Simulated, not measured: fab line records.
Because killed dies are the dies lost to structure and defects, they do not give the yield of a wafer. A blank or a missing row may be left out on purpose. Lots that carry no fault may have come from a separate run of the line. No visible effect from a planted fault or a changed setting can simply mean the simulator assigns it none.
Which of the tools did it? :: flow n5 finfet :: 12 lots with 35 wafers sampled at 2 steps, on a route of 1938 steps

WHAT THE GAUGES READ, wafer by wafer
N5_HKMG_FIN_INSPECT_14: inspects for defects (macro). Usual: raw defect count reads 2.0 (standard deviation 1.4).
lot: L476
measured: day 4 11:04
on: defect inspect-02
raw defect count: 2 1 3
flag: 

lot: L477
measured: day 4 16:53
on: defect inspect-01
raw defect count: 3 1 1
flag: 

lot: L478
measured: day 5 00:55
on: defect inspect-02
raw defect count: 1 1 5
flag: 

lot: L479
measured: day 5 03:30
on: defect inspect-02
raw defect count: 3 5 1
flag: 

lot: L481
measured: day 5 14:14
on: defect inspect-01
raw defect count: 3 2 1
flag: 

lot: L482
measured: day 5 22:55
on: defect inspect-01
raw defect count: 0 3 2
flag: 

lot: L483
measured: day 6 05:13
on: defect inspect-02
raw defect count: 1 2 1
flag: 

lot: L484
measured: day 6 13:23
on: defect inspect-02
raw defect count: 1 0 1
flag: 

lot: L486
measured: day 6 20:50
on: defect inspect-02
raw defect count: 4 2 2
flag: 

lot: L493
measured: day 8 16:35
on: defect inspect-02
raw defect count: 2 0
flag: 

lot: L495
measured: day 9 05:31
on: defect inspect-02
raw defect count: 5 2 2
flag: 

lot: L497
measured: day 9 22:13
on: defect inspect-02
raw defect count: 4 2 1
flag: 

EACH LOT AND THE TOOL THAT RAN IT (in order: tool; ch and the chambers of the sampled wafers; start)
lot: L476
N5_HKMG_FIN_STRIP_93: rie diel-04 ch 2,3, day 4 08:27

lot: L477
N5_HKMG_FIN_STRIP_93: rie diel-04 ch 0,1,3, day 4 14:05

lot: L478
N5_HKMG_FIN_STRIP_93: rie diel-03 ch 2,3, day 4 22:00

lot: L479
N5_HKMG_FIN_STRIP_93: rie diel-05 ch 0,2,3, day 5 00:47

lot: L481
N5_HKMG_FIN_STRIP_93: rie diel-04 ch 0,1,3, day 5 11:29

lot: L482
N5_HKMG_FIN_STRIP_93: rie diel-04 ch 0,1, day 5 19:58

lot: L483
N5_HKMG_FIN_STRIP_93: rie diel-05 ch 0,1,2, day 6 02:31

lot: L484
N5_HKMG_FIN_STRIP_93: rie diel-05 ch 1,2, day 6 10:46

lot: L486
N5_HKMG_FIN_STRIP_93: rie diel-04 ch 0,1,2, day 6 18:13

lot: L493
N5_HKMG_FIN_STRIP_93: rie diel-05 ch 0,2, day 8 13:58

lot: L495
N5_HKMG_FIN_STRIP_93: rie diel-03 ch 0,1,2, day 9 02:48

lot: L497
N5_HKMG_FIN_STRIP_93: rie diel-05 ch 1,3, day 9 19:41
- N5_HKMG_FIN_STRIP_93: strips SOC in N2/H2, time 20 s.

AS READ BY THE TOOLS THEMSELVES (means over the sampled wafers that have a number; for cases with no such wafer, the mark the record gives instead)
N5_HKMG_FIN_STRIP_93. Usual: drypump motor current A 5.9 A, standard deviation 0.34; oes product au 0.78 a.u., standard deviation 0.076; rf vpp V 54.2 V, standard deviation 0.79; showerhead plenum p Torr 3.41 Torr, standard deviation 0.095; throttle valve pct 19.0 %, standard deviation 0.37.
lot: L476
tool: rie diel-04
drypump motor current A (A): 6.1
oes product au (a.u.): 0.78
rf vpp V (V): 54.7
showerhead plenum p Torr (Torr): 3.38
throttle valve pct (%): 19.6
flag: 

lot: L477
tool: rie diel-04
drypump motor current A (A): 6.3
oes product au (a.u.): 0.74
rf vpp V (V): 54.4
showerhead plenum p Torr (Torr): 3.43
throttle valve pct (%): 19.1
flag: 

lot: L478
tool: rie diel-03
drypump motor current A (A): 5.6
oes product au (a.u.): 0.81
rf vpp V (V): 54.4
showerhead plenum p Torr (Torr): 3.42
throttle valve pct (%): 19.0
flag: 

lot: L479
tool: rie diel-05
drypump motor current A (A): 5.7
oes product au (a.u.): 0.91
rf vpp V (V): 54.3
showerhead plenum p Torr (Torr): 3.42
throttle valve pct (%): 18.6
flag: 

lot: L481
tool: rie diel-04
drypump motor current A (A): 6.3
oes product au (a.u.): 0.73
rf vpp V (V): 54.3
showerhead plenum p Torr (Torr): 3.43
throttle valve pct (%): 19.1
flag: 

lot: L482
tool: rie diel-04
drypump motor current A (A): 6.4
oes product au (a.u.): 0.71
rf vpp V (V): 54.5
showerhead plenum p Torr (Torr): 3.47
throttle valve pct (%): 19.1
flag: 

lot: L483
tool: rie diel-05
drypump motor current A (A): 5.6
oes product au (a.u.): 0.83
rf vpp V (V): 54.7
showerhead plenum p Torr (Torr): 3.49
throttle valve pct (%): 18.8
flag: 

lot: L484
tool: rie diel-05
drypump motor current A (A): 5.5
oes product au (a.u.): 0.83
rf vpp V (V): 53.5
showerhead plenum p Torr (Torr): 3.44
throttle valve pct (%): 19.0
flag: 

lot: L486
tool: rie diel-04
drypump motor current A (A): 6.3
oes product au (a.u.): 0.72
rf vpp V (V): 53.8
showerhead plenum p Torr (Torr): 3.43
throttle valve pct (%): 19.3
flag: 

lot: L493
tool: rie diel-05
drypump motor current A (A): 5.5
oes product au (a.u.): 0.86
rf vpp V (V): 54.4
showerhead plenum p Torr (Torr): 3.47
throttle valve pct (%): 18.6
flag: 

lot: L495
tool: rie diel-03
drypump motor current A (A): 5.6
oes product au (a.u.): 0.77
rf vpp V (V): 54.1
showerhead plenum p Torr (Torr): 3.40
throttle valve pct (%): 18.8
flag: 

lot: L497
tool: rie diel-05
drypump motor current A (A): 5.6
oes product au (a.u.): 0.74
rf vpp V (V): 54.0
showerhead plenum p Torr (Torr): 3.40
throttle valve pct (%): 19.1
flag: 

THE ANSWER, worked out from the rows above alone
Rule: a lot counts as off when the mean over its wafers that have a number is more than 3 standard deviations away from the usual mean. Also off: a lot with no number at a reading for which 4 or more lots have one. The other lots that the step has rows for count as sound. After the gauges, taken in route order, come the tools' own readings; for these a lot's mean is taken, as printed above. The first step at which some lot is off is used, and at that step the reading that is off furthest; a lot without a number counts as furthest.
No lot is off on any of the readings shown, so nothing can be concluded from this.

WHAT THE SIMULATOR HAD PUT IN
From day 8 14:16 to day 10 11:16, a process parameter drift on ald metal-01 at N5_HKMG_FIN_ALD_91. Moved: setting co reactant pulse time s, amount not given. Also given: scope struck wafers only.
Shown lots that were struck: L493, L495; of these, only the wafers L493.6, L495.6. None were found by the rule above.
